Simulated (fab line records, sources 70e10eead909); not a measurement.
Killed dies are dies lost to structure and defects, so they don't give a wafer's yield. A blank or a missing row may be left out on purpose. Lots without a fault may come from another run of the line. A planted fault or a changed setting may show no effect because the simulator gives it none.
Chamber matching | flow nand_harc | NHARC_A_ZERO_WELL_ETCH_19 on rie_diel-03: 4 sister chambers
The step etches the open film in N2/H2, target depth 80 nm, overetch 24 nm, time 87.88 s. 16 wafers are shown with their chamber, then 8 later ones without.

WAFERS WITH THEIR CHAMBER
wafer  | chamber | oes_product_au (a.u.) | rf_vpp_V (V) | throttle_valve_pct (%)
L700.1 | 3       | 0.998                 | 429          | 14.176
L700.2 | 1       | 1.009                 | 427          | 14.166
L700.4 | 0       | 1.000                 | 429          | 14.175
L705.2 | 3       | 0.991                 | 428          | 14.159
L705.5 | 2       | 1.007                 | 429          | 14.180
L705.6 | 3       | 1.004                 | 428          | 14.182
L706.1 | 3       | 1.000                 | 428          | 14.174
L706.3 | 0       | 0.995                 | 429          | 14.184
L706.5 | 2       | 1.002                 | 428          | 14.186
L707.3 | 2       | 0.998                 | 429          | 14.162
L707.4 | 0       | 1.002                 | 428          | 14.161
L707.6 | 0       | 0.992                 | 430          | 14.178
L718.1 | 1       | 1.017                 | 426          | 14.169
L718.2 | 0       | 0.995                 | 428          | 14.163
L718.3 | 2       | 1.007                 | 428          | 14.156
L721.2 | 1       | 1.017                 | 428          | 14.156

SIGNATURES (means of the wafers above)
reading            | chamber 0 | chamber 1 | chamber 2 | chamber 3 | scatter within a chamber
oes_product_au     | 0.99680   | 1.01433   | 1.00350   | 0.99825   | 0.00461
rf_vpp_V           | 428.80    | 427.00    | 428.50    | 428.25    | 0.739
throttle_valve_pct | 14.17220  | 14.16367  | 14.17100  | 14.17275  | 0.0107
Rule: a wafer's distance from a chamber is the root of the sum, over the readings, of the square of ((its reading less the chamber's mean) divided by the reading's scatter). The wafer belongs to the nearest chamber; if the next one is less than 2 further off, it can't be placed. The scatter: the root of (the sum of the squares of (reading less its chamber's mean) over the shown wafers, divided by (wafers less chambers)).

WAFERS WITHOUT THEIR CHAMBER
wafer  | oes_product_au (a.u.) | rf_vpp_V (V) | throttle_valve_pct (%)
L721.3 | 1.004                 | 429          | 14.169
L721.6 | 0.980                 | 428          | 14.179
L722.1 | 0.985                 | 428          | 14.178
L722.2 | 1.013                 | 426          | 14.182
L722.6 | 1.001                 | 427          | 14.171
L723.2 | 1.023                 | 425          | 14.166
L723.3 | 0.996                 | 428          | 14.167
L723.6 | 0.997                 | 428          | 14.169

WHICH CHAMBER EACH WENT THROUGH
wafer  | from the rows above               | in truth
L721.3 | can't be placed: 2 or 0 or 3      | 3
L721.6 | can't be placed: 0 or 3 or 2      | 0
L722.1 | can't be placed: 0 or 3 or 2      | 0
L722.2 | can't be placed: 1 or 2           | 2
L722.6 | can't be placed: 3 or 2 or 0 or 1 | 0
L723.2 | 1                                 | 1
L723.3 | can't be placed: 3 or 0 or 2      | 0
L723.6 | can't be placed: 3 or 0 or 2      | 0
Placed correctly: 1 of 8. Can't be placed from these rows: 7 (the true chamber is among the candidates in 7). Placed wrongly: 0.
